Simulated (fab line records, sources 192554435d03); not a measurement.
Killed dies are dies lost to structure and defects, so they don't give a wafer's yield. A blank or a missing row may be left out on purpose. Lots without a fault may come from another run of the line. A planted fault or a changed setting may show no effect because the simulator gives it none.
Chamber matching | flow n5_finfet | N5_BEOL_M5_CURE_80 on uv_cure-03: 3 sister chambers
The step cures SiCOH lowk, time 120 s. 3 wafers are shown with their chamber, then 12 later ones without.

WAFERS WITH THEIR CHAMBER
wafer  | chamber | wafer_temp_C_max
L078.6 | 2       | 372.7
L085.6 | 1       | 372.3
L087.6 | 0       | 371.5

WAFERS WITHOUT THEIR CHAMBER
wafer  | wafer_temp_C_max
L091.1 | 371.4
L091.3 | 372.0
L091.6 | 371.4
L091.2 | 371.1
L091.4 | 371.3
L091.5 | 371.6
L090.1 | 372.1
L090.2 | 371.5
L090.4 | 372.2
L096.3 | 372.7
L096.5 | 372.1
L096.6 | 372.0

WHICH CHAMBER EACH WENT THROUGH
wafer  | from the rows above          | in truth
L091.1 | 0                            | 0
L091.3 | can't be placed: 1 or 0 or 2 | 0
L091.6 | 0                            | 0
L091.2 | 0                            | 0
L091.4 | 0                            | 0
L091.5 | 0                            | 0
L090.1 | can't be placed: 1 or 2 or 0 | 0
L090.2 | 0                            | 0
L090.4 | can't be placed: 1 or 2      | 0
L096.3 | can't be placed: 2 or 1      | 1
L096.5 | can't be placed: 1 or 2 or 0 | 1
L096.6 | can't be placed: 1 or 0 or 2 | 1
Placed correctly: 6 of 12. Can't be placed from these rows: 6 (the true chamber is among the candidates in 5). Placed wrongly: 0.
How it was worked out, from the rows above alone: a wafer's distance from a chamber is the root of the sum, over the readings, of the square of ((its reading less the chamber's mean) divided by the reading's scatter). The wafer belongs to the nearest chamber; if the next one is less than 2 further off, it can't be placed. A chamber's mean is the mean of its shown wafers. The scatter: with one shown wafer a chamber, the root of the mean of the squares of how far each hidden wafer lies from its nearest shown one.
